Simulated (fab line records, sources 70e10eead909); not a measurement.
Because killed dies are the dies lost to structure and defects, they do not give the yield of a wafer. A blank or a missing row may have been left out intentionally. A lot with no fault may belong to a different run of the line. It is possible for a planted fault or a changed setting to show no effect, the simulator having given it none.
Which tool did it?	flow nand-harc	24 lots, 72 wafers sampled, at 6 steps of a route of 1159

WHAT THE GAUGES READ, wafer by wafer
The record lacks any reading of a measuring or inspecting step that a usual standard deviation could be used to judge.

EACH LOT AND THE TOOL THAT RAN IT (in order: tool; ch and the chambers of the sampled wafers; start)
lot	NHARC_P_M0_PVD_21	NHARC_P_M0_ANNEAL_30	NHARC_P_M1_STRIP_18	NHARC_P_M1_PRE_CLEAN_30	NHARC_P_M1_ANNEAL_31	NHARC_P_M2_DEGAS_29
L074	pvd-sputter-01, day 6 03:38 or earlier	rtp-anneal-01 ch 0, day 6 03:38	rie-diel-10 ch 0,3, day 6 06:20	pvd-sputter-03, day 6 07:50 or earlier	rtp-anneal-02 ch 0, day 6 07:50	pvd-sputter-03, day 6 11:11
L076	pvd-sputter-03, day 6 09:28 or earlier	rtp-anneal-02 ch 0, day 6 09:28	rie-diel-10 ch 0,1,3, day 6 12:13	pvd-sputter-01, day 6 13:47 or earlier	rtp-anneal-02 ch 0, day 6 13:47	pvd-sputter-01, day 6 17:24
L075	pvd-sputter-01, day 6 10:11 or earlier	rtp-anneal-01 ch 0, day 6 10:11	rie-diel-10 ch 0,3, day 6 12:47	pvd-sputter-01, day 6 14:14 or earlier	rtp-anneal-02 ch 0, day 6 14:14	pvd-sputter-03, day 6 17:44
L077	pvd-sputter-02, day 6 14:23 or earlier	rtp-anneal-01 ch 0, day 6 14:23	rie-diel-02 ch 1,2,3, day 6 17:10	pvd-sputter-01, day 6 18:38 or earlier	rtp-anneal-01 ch 0, day 6 18:38	pvd-sputter-01, day 6 22:02
L079	pvd-sputter-02, day 6 19:07 or earlier	rtp-anneal-02 ch 0, day 6 19:07	rie-diel-13 ch 0,2,3, day 6 21:58	pvd-sputter-03, day 6 23:28 or earlier	rtp-anneal-02 ch 0, day 6 23:28	pvd-sputter-01, day 7 02:54
L078	pvd-sputter-02, day 6 22:31 or earlier	rtp-anneal-01 ch 0, day 6 22:31	rie-diel-02 ch 0,2,3, day 7 01:19	pvd-sputter-01, day 7 02:40 or earlier	rtp-anneal-01 ch 0, day 7 02:40	pvd-sputter-01, day 7 06:17
L080	pvd-sputter-03, day 7 10:35 or earlier	rtp-anneal-02 ch 0, day 7 10:35	rie-diel-13 ch 2,3, day 7 13:27	pvd-sputter-03, day 7 14:52 or earlier	rtp-anneal-02 ch 0, day 7 14:52	pvd-sputter-03, day 7 18:11
L081	pvd-sputter-03, day 7 19:19 or earlier	rtp-anneal-02 ch 0, day 7 19:19	rie-diel-13 ch 0,2,3, day 7 22:18	pvd-sputter-03, day 7 23:51 or earlier	rtp-anneal-01 ch 0, day 7 23:51	pvd-sputter-02, day 8 03:39
L082	pvd-sputter-02, day 8 00:51 or earlier	rtp-anneal-01 ch 0, day 8 00:51	rie-diel-13 ch 0,2,3, day 8 03:48	pvd-sputter-02, day 8 05:08 or earlier	rtp-anneal-02 ch 0, day 8 05:08	pvd-sputter-03, day 8 08:34
L083	pvd-sputter-03, day 8 04:38 or earlier	rtp-anneal-01 ch 0, day 8 04:38	rie-diel-13 ch 0,3, day 8 07:13	pvd-sputter-02, day 8 08:41 or earlier	rtp-anneal-02 ch 0, day 8 08:41	pvd-sputter-02, day 8 12:03
L084	pvd-sputter-03, day 8 05:26 or earlier	rtp-anneal-01 ch 0, day 8 05:26	rie-diel-02 ch 0,1,2, day 8 08:25	pvd-sputter-01, day 8 09:49 or earlier	rtp-anneal-01 ch 0, day 8 09:49	pvd-sputter-03, day 8 13:14
L087	pvd-sputter-01, day 9 00:23 or earlier	rtp-anneal-01 ch 0, day 9 00:23	rie-diel-10 ch 1,3, day 9 03:08	pvd-sputter-01, day 9 04:33 or earlier	rtp-anneal-02 ch 0, day 9 04:33	pvd-sputter-01, day 9 07:59
L088	pvd-sputter-02, day 9 00:50 or earlier	rtp-anneal-01 ch 0, day 9 00:50	rie-diel-13 ch 0,3, day 9 03:37	pvd-sputter-02, day 9 05:01 or earlier	rtp-anneal-01 ch 0, day 9 05:01	pvd-sputter-03, day 9 08:17
L086	pvd-sputter-02, day 9 02:59 or earlier	rtp-anneal-01 ch 0, day 9 02:59	rie-diel-02 ch 1,2,3, day 9 05:43	pvd-sputter-02, day 9 07:09 or earlier	rtp-anneal-01 ch 0, day 9 07:09	pvd-sputter-01, day 9 10:33
L085	pvd-sputter-03, day 9 13:20 or earlier	rtp-anneal-02 ch 0, day 9 13:20	rie-diel-13 ch 0,1,2, day 9 16:23	pvd-sputter-02, day 9 17:55 or earlier	rtp-anneal-02 ch 0, day 9 17:55	pvd-sputter-01, day 9 21:32
L089	pvd-sputter-03, day 9 21:17 or earlier	rtp-anneal-01 ch 0, day 9 21:17	rie-diel-10 ch 1,2,3, day 9 23:55	pvd-sputter-03, day 10 01:20 or earlier	rtp-anneal-02 ch 0, day 10 01:20	pvd-sputter-03, day 10 04:41
L091	pvd-sputter-01, day 10 00:49 or earlier	rtp-anneal-02 ch 0, day 10 00:49	rie-diel-02 ch 0,2,3, day 10 03:32	pvd-sputter-03, day 10 04:58 or earlier	rtp-anneal-01 ch 0, day 10 04:58	pvd-sputter-02, day 10 08:19
L090	pvd-sputter-01, day 10 01:32 or earlier	rtp-anneal-02 ch 0, day 10 01:32	rie-diel-13 ch 0,1, day 10 04:19	pvd-sputter-03, day 10 05:49 or earlier	rtp-anneal-01 ch 0, day 10 05:49	pvd-sputter-02, day 10 09:08
L093	pvd-sputter-02, day 10 13:14 or earlier	rtp-anneal-02 ch 0, day 10 13:14	rie-diel-10 ch 0,3, day 10 16:01	pvd-sputter-03, day 10 17:29 or earlier	rtp-anneal-02 ch 0, day 10 17:29	pvd-sputter-01, day 10 20:58
L092	pvd-sputter-03, day 10 18:44 or earlier	rtp-anneal-02 ch 0, day 10 18:44	rie-diel-02 ch 0,3, day 10 21:17	pvd-sputter-01, day 10 22:47 or earlier	rtp-anneal-01 ch 0, day 10 22:47	pvd-sputter-01, day 11 02:21
L094	pvd-sputter-02, day 10 23:00 or earlier	rtp-anneal-01 ch 0, day 10 23:00	rie-diel-13 ch 0,3, day 11 02:09	pvd-sputter-03, day 11 03:37 or earlier	rtp-anneal-02 ch 0, day 11 03:37	pvd-sputter-02, day 11 07:11
L097	pvd-sputter-03, day 11 12:28 or earlier	rtp-anneal-01 ch 0, day 11 12:28	rie-diel-10 ch 0,1,3, day 11 15:16	pvd-sputter-01, day 11 16:38 or earlier	rtp-anneal-01 ch 0, day 11 16:38	pvd-sputter-02, day 11 20:53
L095	pvd-sputter-03, day 11 13:11 or earlier	rtp-anneal-02 ch 0, day 11 13:11	rie-diel-13 ch 1,2,3, day 11 15:59	pvd-sputter-03, day 11 17:22 or earlier	rtp-anneal-01 ch 0, day 11 17:22	pvd-sputter-01, day 11 21:33
L096	pvd-sputter-01, day 11 19:23 or earlier	rtp-anneal-01 ch 0, day 11 19:23	rie-diel-13 ch 0,1, day 11 22:07	pvd-sputter-01, day 11 23:32 or earlier	rtp-anneal-02 ch 0, day 11 23:32	pvd-sputter-01, day 12 02:52
- NHARC_P_M0_PVD_21: deposits Cu, target thk 30 nm, time 20.49 s.
- NHARC_P_M0_ANNEAL_30: time 90 s.
- NHARC_P_M1_STRIP_18: strips in N2/H2.
- NHARC_P_M1_PRE_CLEAN_30: time 30 s.
- NHARC_P_M1_ANNEAL_31: time 90 s.
- NHARC_P_M2_DEGAS_29: time 60 s.

AS READ BY THE TOOLS THEMSELVES (means over the sampled wafers that have a number; for cases with no such wafer, the mark the record gives instead)
NHARC_P_M0_PVD_21. Usual: substrate-temp-c 29.99 C, standard deviation 0.11; throttle-valve-pct 30.2 %, standard deviation 0.84.
lot	tool	substrate-temp-c (C)	throttle-valve-pct (%)	flag
L074	pvd-sputter-01	29.96	30.8	
L076	pvd-sputter-03	29.99	30.2	
L075	pvd-sputter-01	30.00	30.7	
L077	pvd-sputter-02	30.02	29.6	
L079	pvd-sputter-02	29.94	30.8	
L078	pvd-sputter-02	29.93	29.5	
L080	pvd-sputter-03	29.98	30.2	
L081	pvd-sputter-03	29.94	30.5	
L082	pvd-sputter-02	29.86	29.7	
L083	pvd-sputter-03	29.98	30.3	
L084	pvd-sputter-03	29.86	30.3	
L087	pvd-sputter-01	30.10	30.5	
L088	pvd-sputter-02	30.01	30.8	
L086	pvd-sputter-02	29.96	30.1	
L085	pvd-sputter-03	30.17	30.2	
L089	pvd-sputter-03	30.07	30.3	
L091	pvd-sputter-01	29.99	30.8	
L090	pvd-sputter-01	30.09	31.1	
L093	pvd-sputter-02	29.89	30.1	
L092	pvd-sputter-03	29.90	30.3	
L094	pvd-sputter-02	30.04	29.3	
L097	pvd-sputter-03	29.95	30.1	
L095	pvd-sputter-03	30.03	30.4	
L096	pvd-sputter-01	29.88	30.2	

NHARC_P_M0_ANNEAL_30. Usual: wafer_temp_C_max at 225.8, with a standard deviation of 0.31.
lot	tool	wafer_temp_C_max	flag
L074	rtp-anneal-01	226.1	
L076	rtp-anneal-02	225.6	
L075	rtp-anneal-01	225.8	
L077	rtp-anneal-01	226.0	
L079	rtp-anneal-02	225.5	
L078	rtp-anneal-01	226.3	
L080	rtp-anneal-02	225.6	
L081	rtp-anneal-02	225.8	
L082	rtp-anneal-01	226.0	
L083	rtp-anneal-01	226.1	
L084	rtp-anneal-01	225.7	
L087	rtp-anneal-01	225.9	
L088	rtp-anneal-01	226.2	
L086	rtp-anneal-01	225.9	
L085	rtp-anneal-02	225.5	
L089	rtp-anneal-01	225.8	
L091	rtp-anneal-02	225.4	
L090	rtp-anneal-02	225.7	
L093	rtp-anneal-02	225.5	
L092	rtp-anneal-02	225.6	
L094	rtp-anneal-01	226.3	
L097	rtp-anneal-01	226.2	
L095	rtp-anneal-02	225.6	
L096	rtp-anneal-01	226.0	

NHARC_P_M1_STRIP_18. Usual: drypump-motor-current-A 5.7 A, standard deviation 0.36; mfc-ar-sccm 0.008 sccm, standard deviation 0.011; oes-product-au 0.995 a.u., standard deviation 0.0095; rf-vpp-V 90.8 V, standard deviation 0.95; showerhead-plenum-p-Torr 2.06 Torr, standard deviation 0.1; throttle-valve-pct 14.173 %, standard deviation 0.01.
lot	tool	drypump-motor-current-A (A)	mfc-ar-sccm (sccm)	oes-product-au (a.u.)	rf-vpp-V (V)	showerhead-plenum-p-Torr (Torr)	throttle-valve-pct (%)	flag
L074	rie-diel-10	6.2	0.017	1.002	90.7	2.04	14.172	
L076	rie-diel-10	6.0	0.010	0.994	91.1	2.10	14.176	
L075	rie-diel-10	6.2	0.017	0.996	91.1	2.04	14.174	
L077	rie-diel-02	5.9	0.013	0.994	91.3	2.08	14.175	
L079	rie-diel-13	5.4	0.000	0.986	90.8	2.06	14.174	
L078	rie-diel-02	5.7	0.009	0.994	91.6	2.14	14.168	
L080	rie-diel-13	5.3	0.000	0.991	90.5	1.98	14.164	
L081	rie-diel-13	5.3	0.000	0.982	91.4	2.06	14.175	
L082	rie-diel-13	5.3	0.000	0.999	90.3	2.06	14.160	
L083	rie-diel-13	5.5	0.000	0.991	90.2	2.10	14.179	
L084	rie-diel-02	5.8	0.006	0.988	90.8	2.05	14.166	
L087	rie-diel-10	6.0	0.015	1.001	90.9	2.10	14.176	
L088	rie-diel-13	5.4	0.000	0.992	90.0	2.15	14.179	
L086	rie-diel-02	5.9	0.013	0.996	92.1	2.08	14.175	
L085	rie-diel-13	5.4	0.011	1.003	90.7	2.07	14.172	
L089	rie-diel-10	6.0	0.007	1.004	90.5	2.06	14.164	
L091	rie-diel-02	5.7	0.009	1.002	91.1	2.14	14.175	
L090	rie-diel-13	5.5	0.011	0.997	91.9	2.15	14.168	
L093	rie-diel-10	6.1	0.012	1.004	90.2	2.05	14.163	
L092	rie-diel-02	5.7	0.007	0.993	90.7	2.11	14.179	
L094	rie-diel-13	5.5	0.000	0.995	91.4	2.10	14.182	
L097	rie-diel-10	6.0	0.010	1.007	89.9	2.10	14.172	
L095	rie-diel-13	5.6	0.011	0.996	91.1	2.01	14.173	
L096	rie-diel-13	5.4	0.011	0.994	90.1	2.14	14.175	

NHARC_P_M1_PRE_CLEAN_30. Usual: heater-power-w at 428 W, with a standard deviation of 45.
lot	tool	heater-power-w (W)	flag
L074	pvd-sputter-03	437	
L076	pvd-sputter-01	424	
L075	pvd-sputter-01	420	
L077	pvd-sputter-01	454	
L079	pvd-sputter-03	444	
L078	pvd-sputter-01	423	
L080	pvd-sputter-03	440	
L081	pvd-sputter-03	440	
L082	pvd-sputter-02	378	
L083	pvd-sputter-02	446	
L084	pvd-sputter-01	435	
L087	pvd-sputter-01	447	
L088	pvd-sputter-02	449	
L086	pvd-sputter-02	403	
L085	pvd-sputter-02	428	
L089	pvd-sputter-03	402	
L091	pvd-sputter-03	473	
L090	pvd-sputter-03	422	
L093	pvd-sputter-03	455	
L092	pvd-sputter-01	460	
L094	pvd-sputter-03	458	
L097	pvd-sputter-01	454	
L095	pvd-sputter-03	454	
L096	pvd-sputter-01	418	

NHARC_P_M1_ANNEAL_31. Usual: wafer_temp_C_max at 225.8, with a standard deviation of 0.33.
lot	tool	wafer_temp_C_max	flag
L074	rtp-anneal-02	225.6	
L076	rtp-anneal-02	225.6	
L075	rtp-anneal-02	225.6	
L077	rtp-anneal-01	226.1	
L079	rtp-anneal-02	225.2	
L078	rtp-anneal-01	226.2	
L080	rtp-anneal-02	225.7	
L081	rtp-anneal-01	226.0	
L082	rtp-anneal-02	225.7	
L083	rtp-anneal-02	225.7	
L084	rtp-anneal-01	226.0	
L087	rtp-anneal-02	225.5	
L088	rtp-anneal-01	225.9	
L086	rtp-anneal-01	225.9	
L085	rtp-anneal-02	225.6	
L089	rtp-anneal-02	225.7	
L091	rtp-anneal-01	226.3	
L090	rtp-anneal-01	225.9	
L093	rtp-anneal-02	225.5	
L092	rtp-anneal-01	226.0	
L094	rtp-anneal-02	225.6	
L097	rtp-anneal-01	226.4	
L095	rtp-anneal-01	226.1	
L096	rtp-anneal-02	225.6	

NHARC_P_M2_DEGAS_29. Usual: heater-power-w at 346 W, with a standard deviation of 35.
lot	tool	heater-power-w (W)	flag
L074	pvd-sputter-03	387	
L076	pvd-sputter-01	314	
L075	pvd-sputter-03	334	
L077	pvd-sputter-01	358	
L079	pvd-sputter-01	337	
L078	pvd-sputter-01	350	
L080	pvd-sputter-03	342	
L081	pvd-sputter-02	383	
L082	pvd-sputter-03	326	
L083	pvd-sputter-02	355	
L084	pvd-sputter-03	344	
L087	pvd-sputter-01	335	
L088	pvd-sputter-03	359	
L086	pvd-sputter-01	344	
L085	pvd-sputter-01	355	
L089	pvd-sputter-03	345	
L091	pvd-sputter-02	320	
L090	pvd-sputter-02	328	
L093	pvd-sputter-01	366	
L092	pvd-sputter-01	343	
L094	pvd-sputter-02	345	
L097	pvd-sputter-02	376	
L095	pvd-sputter-01	341	
L096	pvd-sputter-01	327	

THE ANSWER, worked out from the rows above alone
Rule: lot off if the mean of its wafers having a number is beyond 3 standard deviations from the usual mean. Also off: a lot with no number at a reading for which 4 or more lots have one. Where the step has rows for the other lots, those lots are counted as sound. First the gauges in route order, then the tools' own readings, where a lot's mean is used as printed above. The first step at which some lot is off is used, and at that step the reading that is off furthest; a lot without a number counts as furthest.
No lot is off on any of the readings shown, so nothing can be concluded from this.

WHAT THE SIMULATOR HAD INSERTED
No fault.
